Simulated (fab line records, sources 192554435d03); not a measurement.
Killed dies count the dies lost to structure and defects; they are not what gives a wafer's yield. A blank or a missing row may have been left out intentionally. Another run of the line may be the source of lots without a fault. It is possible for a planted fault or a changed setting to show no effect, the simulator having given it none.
fab line records	flow n5Finfet
record: lots: 7	wafers: 21
route steps=1938 shown BEOL_M0_SAQP@663 BEOL_M0_CUTY@713 BEOL_M0@715 BEOL_M2@848 BEOL_M3@998 BEOL_M4@1070 BEOL_M5@1119 BEOL_M6@1220 BEOL_M7@1270
startH: start of the lot's first displayed wafer, in hours after the record's first day	waitH: how many hours have passed since the lot's step before this one	" the same as in the row above	L1.1+2: a row that stands for several wafers	- no value, or no start given	* or withheld: withheld	< > ~ a bound
route shown NAME@n: a module of which the file shows steps, and the number in the route of the first	usual: mean and standard deviation over wafers with no fault	same: alike in all rows	chamber/n: place in a boat	sites: each site's reading	_std_site: the standard deviation of these	_edge_site: mean of outer sites minus mean of inner sites	radiusMm: how far each site lies from the wafer's centre	mask NAME#n: copy n	behind: the last tool/chamber to shape the wafer	hold: reason for holding the lot/hours on hold/outcome of the hold	device: the n, p or np transistor that did not switch	end of line: at the end of the route, the tests of the same wafers	where a step has no rows: the recipe by itself	killed: at the first sort, the dies lost to defects and structure; wafer yield is something else	map: shows each die of a wafer: x if killed, . if not, _ if none is there
set.NAME: the setting as run; set.NAME@STEP: as run at that earlier step	model.NAME: the simulator's own value behind a step, which no gauge read
lots where settings were altered on purpose, with a table for each step and a row for each wafer
== steps ==
step: N5_BEOL_M0_SAQP_SPACER1_ALD_98
recipe: material: SiO2	targetThkA: 128	tempC: 300	aldPrecursorFamily: BDEAS	aldCoReactant: O2-plasma	pulseTimeS: 1	purgeTimeS: 2	coReactantPurgeTimeS: 2	aldCycles: 138	pressureTorr: 2
lot.wafer	tool	chamber	startH	waitH	set.aldCycles	model.SiO2_of_BEOL_M0_SAQP_SPACER1_ALD_98.thkNm
L076.1+4+5	aldSin-01	0,3,1	123.60	0.3	138	12.8
L084.1+5	aldSin-03	1	170.64	0.4	158	14.6
L084.4	"	2	"	"	138	12.8
L085.1+3+5	aldSin-01	3,1,3	176.61	0.3	138	12.8
L086.2+4+5	aldSin-03	3,0,3	186.77	1.1	138	12.8
L088.1+4+6	aldSin-03	1,3,2	193.57	0.4	149	13.8
L089.2+3+6	aldSin-03	1,2,1	204.34	0.3	138	12.8
L091.1	aldSin-02	1	209.51	0.3	138	12.8
L091.4	"	0	"	"	119	11.2
L091.6	"	2	"	"	119	11
step: N5_BEOL_M0_SAQP_SPACER1_ETCHBACK_99
recipe: chemistry: CHF3/O2	mode: anisotropicEtchback	target: SiO2	targetDepthA: 154	timeS: 7.7	pressureMtorr: 30	sourceW: 650	biasW: 170	Ar_flow_sccm: 200	CHF3_flow_sccm: 50	O2_flow_sccm: 5	ionEnergyEv: 200
step: N5_BEOL_M0_SAQP_MANDREL1_REMOVE_100
recipe: chemistry: HBr/Cl2/O2	btTimeS: 10	target: a-Si	stopOn: SiNx	endpoint: OES-SiCl	overEtchFrac: 0.85	icpW: 600	biasW: 30	HBr_flow_sccm: 150	Cl2_flow_sccm: 80	O2_flow_sccm: 5	pressureMtorr: 10
lot.wafer	tool	chamber	startH	waitH	set.aldCycles@BEOL_M0_SAQP_SPACER1_ALD_98	model.BEOL_M0_SAQP.cdNm	model.SiO2_of_BEOL_M0_SAQP_SPACER1_ALD_98.thkNm
L076.1	rieSi-06	2	124.16	0.1	138	13	7.4
L076.4+5	"	0,2	"	"	138	12.8	7.4
L084.1+5	rieSi-04	0	171.23	0.1	158	14.8	9.4
L084.4	"	1	"	"	138	13	7.4
L085.1	rieSi-06	0	177.17	0.1	138	12.6	7.4
L085.3	"	1	"	"	138	12.8	7.4
L085.5	"	2	"	"	138	13	7.4
L086.2+4+5	rieSi-06	0,2,0	187.33	0.1	138	12.8	7.4
L088.1+4+6	rieSi-06	1,2,2	194.13	0.1	149	13.8	8.4
L089.2	rieSi-06	1	204.90	0.1	138	12.6	7.4
L089.3+6	"	3,1	"	"	138	12.8	7.4
L091.1	rieSi-04	1	210.07	0.1	138	12.6	7.4
L091.4	"	3	"	"	119	11.2	5.8
L091.6	"	3	"	"	119	11	5.6
step: N5_BEOL_M0_SAQP_CD_MEAS_25
recipe: targetCdNm: 13.1	landingEnergyEv: 1000	detector: seInlens
usual: cdNm: 12.77/0.22
lot.wafer	tool	chamber	startH	waitH	set.aldCycles@BEOL_M0_SAQP_SPACER1_ALD_98	cdNm
L076.1	cdSem-02	0	124.27	0.1	138	12.96
L076.4	"	0	"	"	138	12.90
L076.5	"	0	"	"	138	13.05
L084.1	cdSem-03	0	171.34	0.1	158	14.59
L084.4	"	0	"	"	138	13.13
L084.5	"	0	"	"	158	14.84
L085.1	cdSem-02	0	177.28	0.1	138	12.65
L085.3	"	0	"	"	138	13.07
L085.5	"	0	"	"	138	12.69
L086.2	cdSem-01	0	187.44	0.1	138	12.88
L086.4	"	0	"	"	138	12.34
L086.5	"	0	"	"	138	13.12
L088.1	cdSem-02	0	194.24	0.1	149	13.48
L088.4	"	0	"	"	149	13.52
L088.6	"	0	"	"	149	13.93
L089.2	cdSem-02	0	205.01	0.1	138	12.73
L089.3	"	0	"	"	138	13.15
L089.6	"	0	"	"	138	13.23
L091.1	cdSem-03	0	210.18	0.1	138	12.93
L091.4	"	0	"	"	119	10.75
L091.6	"	0	"	"	119	10.75
step: N5_BEOL_M0_CUTY_ETCH_63
recipe: chemistry: N2/H2	target: SOC	targetDepthA: 827	overetchA: 165	maskMaterial: SiARC	tempC: 40	ionEnergyEv: 200	timeS: 124	pressureMtorr: 30	sourceW: 840	biasW: 150	n2FlowSccm: 200	h2FlowSccm: 200
lot.wafer	tool	chamber	startH	waitH	set.timeS	model.SiO2_of_BEOL_M0_SAQP_SPACER2_ALD_26.thkNm
L076.1	rieDiel-03	0	128.12	0.0	124	7
L076.4	"	2	"	"	132.1	6.8
L076.5	"	0	"	"	124	7.2
L084.1+5	rieDiel-01	2,0	175.94	0.0	124	7.2
L084.4	"	1	"	"	124	7
L085.1+3	rieDiel-04	3,2	181.18	0.0	124	7
L085.5	"	3	"	"	124	7.2
L086.2+5	rieDiel-03	0,2	192.03	0.0	105.4	7.6
L086.4	"	1	"	"	124	7.2
L088.1	rieDiel-03	0	198.27	0.0	96.97	8
L088.4+6	"	1,0	"	"	124	7.2
L089.2+3+6	rieDiel-04	3,0,0	209.09	0.0	124	7
L091.1	rieDiel-03	0	214.75	0.0	124	7.2
L091.4+6	"	3	"	"	144.4	6.6
step: N5_BEOL_M0_ETCH_138
recipe: chemistry: CH3F/O2	targetDepthA: 120	target: SiCN	timeS: 31.6	ionEnergyEv: 120	pressureMtorr: 30	sourceW: 395	biasW: 75	Ar_flow_sccm: 150	CH3F_flow_sccm: 30	O2_flow_sccm: 20	ends: cleared
usual: rfVppV: 297.9/1.5
lot.wafer	tool	chamber	startH	waitH	set.sourceW	set.timeS@BEOL_M0_CUTY_ETCH_63	rfVppV	model.SiO2_of_BEOL_M0_SAQP_SPACER2_ALD_26.thkNm
L076.1	rieDiel-03	0	128.24	0.0	425.2	124	291.7	5.2
L076.4	"	2	"	"	425.2	132.1	291.0	4.8
L076.5	"	0	"	"	395	124	298.9	5.2
L084.1	rieDiel-01	2	176.06	0.0	395	124	296.8	5.2
L084.4	"	1	"	"	395	124	298.0	5
L084.5	"	0	"	"	395	124	296.6	5.2
L085.1	rieDiel-04	3	181.30	0.0	395	124	299.6	5
L085.3	"	2	"	"	395	124	296.3	5
L085.5	"	3	"	"	395	124	299.2	5.2
L086.2	rieDiel-03	0	192.16	0.0	395	105.4	298.0	5.6
L086.4	"	1	"	"	395	124	296.9	5.2
L086.5	"	2	"	"	358	105.4	307.0	5.6
L088.1	rieDiel-03	0	198.40	0.0	460.3	96.97	284.4	6
L088.4	"	1	"	"	460.3	124	282.5	5.2
L088.6	"	0	"	"	395	124	299.5	5
L089.2	rieDiel-04	3	209.21	0.0	395	124	299.2	5
L089.3	"	0	"	"	395	124	297.4	5
L089.6	"	0	"	"	395	124	298.9	5.2
L091.1	rieDiel-03	0	214.88	0.0	426.2	124	292.6	5.2
L091.4	"	3	"	"	426.2	144.4	291.3	4.6
L091.6	"	3	"	"	395	144.4	298.3	4.4
step: N5_BEOL_M0_HM_OPEN_105
recipe: chemistry: Cl2/BCl3	targetDepthA: 120	target: TiN	ionEnergyEv: 150	pressureMtorr: 10	icpW: 1000	biasW: 126	Cl2_flow_sccm: 53.25	bcl3FlowSccm: 21.75	Ar_flow_sccm: 25
lot.wafer	tool	chamber	startH	waitH	set.timeS@BEOL_M0_CUTY_ETCH_63	model.SiO2_of_BEOL_M0_SAQP_SPACER2_ALD_26.thkNm
L076.1+5	rieMetal-02	0	129.03	0.8	124	2.8
L076.4	"	1	"	"	132.1	2.4
L084.1+4+5	rieMetal-02	1,1,0	176.72	0.6	124	2.6
L085.1+5	rieMetal-01	1	183.83	2.5	124	2.6
L085.3	"	1	"	"	124	2.4
L086.2	rieMetal-01	1	195.40	3.2	105.4	3.2
L086.4	"	0	"	"	124	2.8
L086.5	"	1	"	"	105.4	3
L088.1	rieMetal-01	0	201.88	3.4	96.97	3.6
L088.4	"	0	"	"	124	2.8
L088.6	"	1	"	"	124	2.6
L089.2+3+6	rieMetal-01	0,0,1	210.15	0.9	124	2.6
L091.1	rieMetal-02	1	214.98	0.1	124	2.8
L091.4	"	0	"	"	144.4	2.2
L091.6	"	1	"	"	144.4	2
step: N5_BEOL_M2_COAT_05
recipe: resist: CAR-EUV	spinRpm: 1500	resistThkNm: 30
lot.wafer	tool	chamber	startH	waitH	set.spinRpm	model.CAR-EUV_of_BEOL_M2_COAT_05.thkNm
L076.1+4+5	lithoTrack-02	0	-	-	1500	30.2
L084.1+4+5	lithoTrack-03	0	-	-	1500	30
L085.1+5	lithoTrack-02	0	-	-	1500	30
L085.3	"	0	"	"	1500	29.8
L086.2+4+5	lithoTrack-01	0	-	-	1500	29.8
L088.1	lithoTrack-03	0	-	-	1639	28.6
L088.4	"	0	"	"	1639	28.8
L088.6	"	0	"	"	1500	29.8
L089.2+6	lithoTrack-01	0	-	-	1500	29.8
L089.3	"	0	"	"	1500	30
L091.1+6	lithoTrack-03	0	-	-	1500	30
L091.4	"	0	"	"	1623	28.8
step: N5_BEOL_M2_ETCH_74
recipe: chemistry: N2/H2	target: underlayer	targetDepthA: 65	maskMaterial: CAR-EUV	timeS: 5.2	ionEnergyEv: 200	pressureMtorr: 30	sourceW: 840	biasW: 150	n2FlowSccm: 200	h2FlowSccm: 200	ends: cleared
usual: etchRfOnTimeS: 5.20/0.1	rfVppV: 524.6/2.2
lot.wafer	tool	chamber	startH	waitH	set.sourceW	etchRfOnTimeS	rfVppV
L076.1	rieDiel-03	1	145.29	0.0	791.5	5.63	534.4
L076.4	"	3	"	"	791.5	5.46	535.3
L076.5	"	3	"	"	791.5	5.46	537.1
L084.1	rieDiel-01	1	209.02	0.0	840	5.08	524.9
L084.4	"	0	"	"	840	5.29	524.4
L084.5	"	1	"	"	772.2	5.47	541.2
L085.1	rieDiel-04	3	211.30	0.0	840	5.12	527.2
L085.3	"	0	"	"	961.3	4.62	499.5
L085.5	"	0	"	"	840	5.22	522.8
L086.2	rieDiel-03	0	213.41	0.0	749.6	5.78	548.2
L086.4	"	2	"	"	840	5.09	522.0
L086.5	"	2	"	"	840	5.11	527.1
L088.1	rieDiel-04	0	215.38	0.0	694.4	6.16	557.7
L088.4	"	1	"	"	840	5.13	522.6
L088.6	"	3	"	"	694.4	6.07	559.8
L089.2	rieDiel-03	3	223.85	0.0	840	4.98	525.5
L089.3	"	0	"	"	840	5.18	527.4
L089.6	"	3	"	"	840	5.01	528.0
L091.1	rieDiel-03	0	230.25	0.0	840	5.33	528.1
L091.4	"	2	"	"	840	5.15	523.4
L091.6	"	3	"	"	840	5.10	526.1
step: N5_BEOL_M3_SPUTTER_81
recipe: material: Cu	targetThkA: 45	tempC: -20	chamberPressurePa: 0.07	powerW: withheld	timeS: 8.29
lot.wafer	tool	chamber	startH	waitH	set.timeS	model.Cu_of_BEOL_M3_SPUTTER_81.thkNm
L076.1+4	pvdSputter-03	-	161.95	0.1	8.29	4.4
L076.5	"	-	"	"	8.29	4.6
L084.1	pvdSputter-03	-	225.51	0.1	8.29	4.4
L084.4+5	"	-	"	"	7.927	-
L085.1+3+5	pvdSputter-03	-	227.35	0.1	8.29	4.4
L086.2+5	pvdSputter-02	-	230.20	0.1	9.03	-
L086.4	"	-	"	"	8.29	4.4
L088.1	pvdSputter-01	-	233.28	0.1	7.393	-
L088.4	"	-	"	"	8.29	4.6
L088.6	"	-	"	"	7.393	4
L089.2	pvdSputter-02	-	239.77	0.1	8.29	4.4
L089.3+6	"	-	"	"	8.29	4.6
L091.1+4	pvdSputter-01	-	265.76	0.1	8.29	4.4
L091.6	"	-	"	"	7.273	3.8
step: N5_BEOL_M4_TRENCH_ETCH_37
recipe: chemistry: C4F6/O2	targetDepthA: 555.55	target: SiOC	timeS: 29.2	ionEnergyEv: 250	pressureMtorr: 30	sourceW: 355	biasW: 185	Ar_flow_sccm: 300	C4F6_flow_sccm: 10	O2_flow_sccm: 10
usual: rfVppV: 662/11
lot.wafer	tool	chamber	startH	waitH	set.biasW	rfVppV
L076.1	rieDiel-03	2	-	-	205.9	719
L076.4	"	0	"	"	185	658
L076.5	"	0	"	"	205.9	713
L084.1	rieDiel-04	0	-	-	167.7	608
L084.4	"	0	"	"	185	658
L084.5	"	1	"	"	185	677
L085.1	rieDiel-03	2	-	-	185	662
L085.3	"	3	"	"	185	642
L085.5	"	2	"	"	174.5	630
L086.2	rieDiel-04	2	-	-	185	679
L086.4	"	1	"	"	167.5	626
L086.5	"	2	"	"	185	679
L088.1	rieDiel-03	1	-	-	185	672
L088.4	"	3	"	"	185	642
L088.6	"	2	"	"	153.9	571
L089.2	rieDiel-03	3	-	-	185	643
L089.3	"	2	"	"	185	660
L089.6	"	1	"	"	185	672
L091.1	rieDiel-03	2	-	-	185	660
L091.4	"	0	"	"	185	657
L091.6	"	1	"	"	185	672
step: N5_BEOL_M5_COAT_71
recipe: resist: underlayer	tempC: 205	timeS: 60	spinRpm: 1500	resistThkNm: 5
lot.wafer	tool	chamber	startH	waitH	set.spinRpm
L076.1+4+5	lithoTrack-01	0	-	-	1500
L084.1+4	lithoTrack-02	0	-	-	1661
L084.5	"	0	"	"	1500
L085.1+3+5	lithoTrack-05	0	-	-	1500
L086.2+4	lithoTrack-02	0	-	-	1500
L086.5	"	0	"	"	1607
L088.1+4+6	lithoTrack-05	0	-	-	1500
L089.2+3+6	lithoTrack-05	0	-	-	1500
L091.1+4+6	lithoTrack-01	0	-	-	1500
step: N5_BEOL_M5_DESCUM_16
recipe: chemistry: O2	timeS: 7	sourcePowerW: 50	biasPowerW: 20	pressureMtorr: 20	rfFrequencyHz: 2.712e+07	tempC: 40	resist: CAR-EUV	o2FlowSccm: 225
lot.wafer	tool	chamber	startH	waitH	set.timeS	model.CAR-EUV_of_BEOL_M5_COAT_05.thkNm
L076.1	rieDiel-02	3	175.92	0.1	6.322	26.4
L076.4	"	0	"	"	7	26
L076.5	"	2	"	"	7	26.2
L084.1	rieDiel-05	1	240.16	0.2	7	26.2
L084.4	"	3	"	"	8.433	25.4
L084.5	"	1	"	"	7	26
L085.1+3	rieDiel-02	0,1	244.28	0.0	7	25.8
L085.5	"	0	"	"	7	26
L086.2	rieDiel-02	0	247.80	0.5	6.473	26.4
L086.4+5	"	1	"	"	6.473	26.2
L088.1	rieDiel-02	0	248.02	0.4	5.789	26.6
L088.4	"	3	"	"	5.789	26.8
L088.6	"	3	"	"	7	26
L089.2+6	rieDiel-06	1	253.62	0.0	7	26
L089.3	"	2	"	"	7	25.8
L091.1	rieDiel-05	1	279.44	0.0	7	26
L091.4+6	"	2,1	"	"	7	26.2
step: N5_BEOL_M5_ETCH_72
recipe: chemistry: N2/H2	target: underlayer	targetDepthA: 65	maskMaterial: CAR-EUV	timeS: 5.2	ionEnergyEv: 200	pressureMtorr: 30	sourceW: 840	biasW: 150	n2FlowSccm: 200	h2FlowSccm: 200	ends: cleared
lot.wafer	tool	chamber	startH	waitH	set.spinRpm@BEOL_M5_COAT_71	model.etch.depthNm
L076.1	rieDiel-02	3	175.96	0.0	1500	5.013
L076.4	"	0	"	"	1500	5.01
L076.5	"	2	"	"	1500	5.001
L084.1	rieDiel-05	1	240.20	0.0	1661	4.753
L084.4	"	3	"	"	1661	4.755
L084.5	"	1	"	"	1500	4.997
L085.1	rieDiel-02	0	244.31	0.0	1500	5.01
L085.3	"	1	"	"	1500	5.008
L085.5	"	0	"	"	1500	5.021
L086.2	rieDiel-02	0	247.83	0.0	1500	5.011
L086.4	"	1	"	"	1500	4.993
L086.5	"	1	"	"	1607	4.843
L088.1	rieDiel-02	0	248.06	0.0	1500	4.994
L088.4	"	3	"	"	1500	4.983
L088.6	"	3	"	"	1500	4.993
L089.2	rieDiel-06	1	253.66	0.0	1500	5.005
L089.3	"	2	"	"	1500	5.002
L089.6	"	1	"	"	1500	5.007
L091.1	rieDiel-05	1	279.48	0.0	1500	4.993
L091.4	"	2	"	"	1500	4.99
L091.6	"	1	"	"	1500	4.994
step: N5_BEOL_M6_COAT_71
recipe: resist: underlayer	tempC: 205	timeS: 60	spinRpm: 1500	resistThkNm: 5
lot.wafer	tool	chamber	startH	waitH	set.spinRpm
L076.1+4	lithoTrack-04	0	-	-	1500
L076.5	"	0	"	"	1426
L084.1+5	lithoTrack-05	0	-	-	1668
L084.4	"	0	"	"	1500
L085.1+3+5	lithoTrack-03	0	-	-	1500
L086.2+4+5	lithoTrack-05	0	-	-	1500
L088.1	lithoTrack-05	0	-	-	1449
L088.4+6	"	0	"	"	1500
L089.2+3+6	lithoTrack-05	0	-	-	1500
L091.1+6	lithoTrack-04	0	-	-	1500
L091.4	"	0	"	"	1639
step: N5_BEOL_M6_COAT_22
recipe: resist: CAR-EUV	spinRpm: 1500	resistThkNm: 30
step: N5_BEOL_M6_EBR_24
recipe: solvent: PGMEA	ebrWidthMm: 1.5
step: N5_BEOL_M6_DESCUM_33
recipe: chemistry: O2	timeS: 7	sourcePowerW: 50	biasPowerW: 20	pressureMtorr: 20	rfFrequencyHz: 2.712e+07	tempC: 40	resist: CAR-EUV	o2FlowSccm: 225
step: N5_BEOL_M6_ETCH_72
recipe: chemistry: N2/H2	target: underlayer	targetDepthA: 65	maskMaterial: CAR-EUV	timeS: 5.2	ionEnergyEv: 200	pressureMtorr: 30	sourceW: 840	biasW: 150	n2FlowSccm: 200	h2FlowSccm: 200	ends: cleared
lot.wafer	tool	chamber	startH	waitH	set.spinRpm@BEOL_M6_COAT_71	model.etch.depthNm
L076.1	rieDiel-01	2	192.51	0.0	1500	5.051
L076.4	"	2	"	"	1500	5.033
L076.5	"	0	"	"	1426	5.179
L084.1	rieDiel-01	2	256.69	0.0	1668	4.766
L084.4	"	3	"	"	1500	5.009
L084.5	"	2	"	"	1668	4.761
L085.1	rieDiel-01	2	261.03	0.0	1500	5.001
L085.3	"	3	"	"	1500	4.995
L085.5	"	0	"	"	1500	5.006
L086.2	rieDiel-04	0	263.35	0.0	1500	4.987
L086.4	"	3	"	"	1500	4.982
L086.5	"	1	"	"	1500	5.005
L088.1	rieDiel-01	3	267.00	0.0	1449	5.119
L088.4	"	0	"	"	1500	5.022
L088.6	"	2	"	"	1500	5.034
L089.2	rieDiel-04	3	271.26	0.0	1500	5.007
L089.3	"	1	"	"	1500	5
L089.6	"	2	"	"	1500	5.022
L091.1	rieDiel-01	0	296.58	0.0	1500	4.975
L091.4	"	2	"	"	1639	4.771
L091.6	"	0	"	"	1500	4.983
step: N5_BEOL_M7_COAT_05
recipe: resist: CAR-ArF	spinRpm: 1500	resistThkNm: 90
lot.wafer	tool	chamber	startH	waitH	set.spinRpm	model.CAR-ArF_of_BEOL_M7_COAT_05.thkNm
L076.1+5	lithoTrack-01	0	-	-	1500	89.8
L076.4	"	0	"	"	1651	85.6
L084.1+5	lithoTrack-02	0	-	-	1500	90
L084.4	"	0	"	"	1500	90.2
L085.1	lithoTrack-01	0	-	-	1582	87.2
L085.3	"	0	"	"	1500	89.8
L085.5	"	0	"	"	1582	87.6
L086.2	lithoTrack-02	0	-	-	1585	87.8
L086.4	"	0	"	"	1500	90.4
L086.5	"	0	"	"	1585	87.6
L088.1+6	lithoTrack-01	0	-	-	1500	90
L088.4	"	0	"	"	1500	89.8
L089.2	lithoTrack-03	0	-	-	1500	90.4
L089.3	"	0	"	"	1500	90.6
L089.6	"	0	"	"	1500	90.2
L091.1	lithoTrack-03	0	-	-	1500	90.4
L091.4	"	0	"	"	1356	95
L091.6	"	0	"	"	1356	94.6
step: N5_BEOL_M7_EBR_07
recipe: solvent: PGMEA	ebrWidthMm: 1.5
step: N5_BEOL_M7_SOFTBAKE_06
recipe: tempC: 110	timeS: 60	resist: CAR-ArF
step: N5_BEOL_M7_EXPOSE_08
recipe: maskId: M7	na: 1.35	sourceShape: dipole	sigmaInner: 0.817	sigmaOuter: 0.97	polarization: te	doseMj: 68.25
step: N5_BEOL_M7_PEB_09
recipe: pebTempC: withheld	pebTimeS: 60	resist: CAR-ArF
step: N5_BEOL_M7_DEVELOP_10
recipe: developTimeS: 30	developer: TMAH	resist: CAR-ArF	rinseLiquid: diw	dry: airSpin	devTempC: 23
lot.wafer	tool	chamber	startH	waitH	set.spinRpm@BEOL_M7_COAT_05	model.CAR-ArF_of_BEOL_M7_COAT_05.thkNm
L076.1+5	lithoTrack-02	0	-	-	1500	88
L076.4	"	0	"	"	1651	83.8
L084.1+4	lithoTrack-03	0	-	-	1500	88.4
L084.5	"	0	"	"	1500	88.2
L085.1	lithoTrack-01	0	-	-	1582	85.6
L085.3	"	0	"	"	1500	88
L085.5	"	0	"	"	1582	85.8
L086.2	lithoTrack-01	0	-	-	1585	86
L086.4	"	0	"	"	1500	88.6
L086.5	"	0	"	"	1585	85.8
L088.1	lithoTrack-02	0	-	-	1500	88.2
L088.4	"	0	"	"	1500	88
L088.6	"	0	"	"	1500	88.4
L089.2+3	lithoTrack-01	0	-	-	1500	88.8
L089.6	"	0	"	"	1500	88.4
L091.1	lithoTrack-01	0	-	-	1500	88.6
L091.4	"	0	"	"	1356	93.4
L091.6	"	0	"	"	1356	93
step: N5_BEOL_M7_ETCH_62
recipe: chemistry: N2/H2	target: SOC	targetDepthA: 1100	overetchA: 220	maskMaterial: SiARC	tempC: 40	timeS: 165	ionEnergyEv: 200	pressureMtorr: 30	sourceW: 840	biasW: 150	n2FlowSccm: 200	h2FlowSccm: 200
usual: rfVppV: 525.5/2.6
lot.wafer	tool	chamber	startH	waitH	set.sourceW	rfVppV
L076.1	rieDiel-06	3	199.19	0.0	840	525.3
L076.4	"	0	"	"	840	522.1
L076.5	"	0	"	"	781.4	533.2
L084.1	rieDiel-02	2	262.95	0.0	840	528.0
L084.4	"	0	"	"	840	527.1
L084.5	"	2	"	"	840	527.7
L085.1	rieDiel-02	0	265.66	0.0	899.9	513.4
L085.3	"	3	"	"	840	526.4
L085.5	"	0	"	"	840	526.6
L086.2	rieDiel-06	0	270.49	0.0	840	521.2
L086.4	"	3	"	"	840	526.3
L086.5	"	3	"	"	725.1	553.1
L088.1	rieDiel-05	3	272.27	0.0	894.2	515.0
L088.4	"	0	"	"	840	520.4
L088.6	"	3	"	"	840	524.5
L089.2	rieDiel-05	3	276.16	0.0	840	525.4
L089.3	"	2	"	"	840	527.2
L089.6	"	2	"	"	840	526.7
L091.1	rieDiel-02	1	301.88	0.0	989.5	500.0
L091.4	"	3	"	"	840	527.0
L091.6	"	2	"	"	840	527.7
== key ==
split: step: N5_BEOL_M0_SAQP_SPACER1_ALD_98	setting: aldCycles	stated: 138	by: wafer
response: step: N5_BEOL_M0_SAQP_SPACER1_ALD_98	reading: model.SiO2_of_BEOL_M0_SAQP_SPACER1_ALD_98.thkNm	change: +0.124	per: 1%	r: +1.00
response: step: N5_BEOL_M0_SAQP_MANDREL1_REMOVE_100	reading: model.BEOL_M0_SAQP.cdNm	change: +0.117	per: 1%	r: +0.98
response: step: N5_BEOL_M0_SAQP_MANDREL1_REMOVE_100	reading: model.SiO2_of_BEOL_M0_SAQP_SPACER1_ALD_98.thkNm	change: +0.131	per: 1%	r: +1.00
response: step: N5_BEOL_M0_SAQP_CD_MEAS_25	reading: cdNm	change: +0.133	per: 1%	r: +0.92
split: step: N5_BEOL_M0_CUTY_ETCH_63	setting: timeS	stated: 124	by: wafer
response: step: N5_BEOL_M0_CUTY_ETCH_63	reading: model.SiO2_of_BEOL_M0_SAQP_SPACER2_ALD_26.thkNm	change: -0.0348	per: 1%	r: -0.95
response: step: N5_BEOL_M0_ETCH_138	reading: model.SiO2_of_BEOL_M0_SAQP_SPACER2_ALD_26.thkNm	change: -0.0392	per: 1%	r: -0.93
response: step: N5_BEOL_M0_HM_OPEN_105	reading: model.SiO2_of_BEOL_M0_SAQP_SPACER2_ALD_26.thkNm	change: -0.0377	per: 1%	r: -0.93
split: step: N5_BEOL_M0_ETCH_138	setting: sourceW	stated: 395	by: wafer
response: step: N5_BEOL_M0_ETCH_138	reading: rfVppV	change: -0.958	per: 1%	r: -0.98
split: step: N5_BEOL_M2_COAT_05	setting: spinRpm	stated: 1500	by: wafer
response: step: N5_BEOL_M2_COAT_05	reading: model.CAR-EUV_of_BEOL_M2_COAT_05.thkNm	change: -0.131	per: 1%	r: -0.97
split: step: N5_BEOL_M2_ETCH_74	setting: sourceW	stated: 840	by: wafer
response: step: N5_BEOL_M2_ETCH_74	reading: etchRfOnTimeS	change: *	per: 1%	r: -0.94
response: step: N5_BEOL_M2_ETCH_74	reading: rfVppV	change: -2	per: 1%	r: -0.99
split: step: N5_BEOL_M3_SPUTTER_81	setting: timeS	stated: 8.29	by: wafer
response: step: N5_BEOL_M3_SPUTTER_81	reading: model.Cu_of_BEOL_M3_SPUTTER_81.thkNm	change: +0.0513	per: 1%	r: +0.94
split: step: N5_BEOL_M4_TRENCH_ETCH_37	setting: biasW	stated: 185	by: wafer
response: step: N5_BEOL_M4_TRENCH_ETCH_37	reading: rfVppV	change: +5.29	per: 1%	r: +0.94
split: step: N5_BEOL_M5_COAT_71	setting: spinRpm	stated: 1500	by: wafer
response: step: N5_BEOL_M5_ETCH_72	reading: model.etch.depthNm	change: -0.0225	per: 1%	r: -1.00
split: step: N5_BEOL_M5_DESCUM_16	setting: timeS	stated: 7	by: wafer
response: step: N5_BEOL_M5_DESCUM_16	reading: model.CAR-EUV_of_BEOL_M5_COAT_05.thkNm	change: -0.0361	per: 1%	r: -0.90
split: step: N5_BEOL_M6_COAT_71	setting: spinRpm	stated: 1500	by: wafer
response: step: N5_BEOL_M6_ETCH_72	reading: model.etch.depthNm	change: -0.0229	per: 1%	r: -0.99
split: step: N5_BEOL_M7_COAT_05	setting: spinRpm	stated: 1500	by: wafer
response: step: N5_BEOL_M7_COAT_05	reading: model.CAR-ArF_of_BEOL_M7_COAT_05.thkNm	change: -0.442	per: 1%	r: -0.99
response: step: N5_BEOL_M7_DEVELOP_10	reading: model.CAR-ArF_of_BEOL_M7_COAT_05.thkNm	change: -0.447	per: 1%	r: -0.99
split: step: N5_BEOL_M7_ETCH_62	setting: sourceW	stated: 840	by: wafer
response: step: N5_BEOL_M7_ETCH_62	reading: rfVppV	change: -1.7	per: 1%	r: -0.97
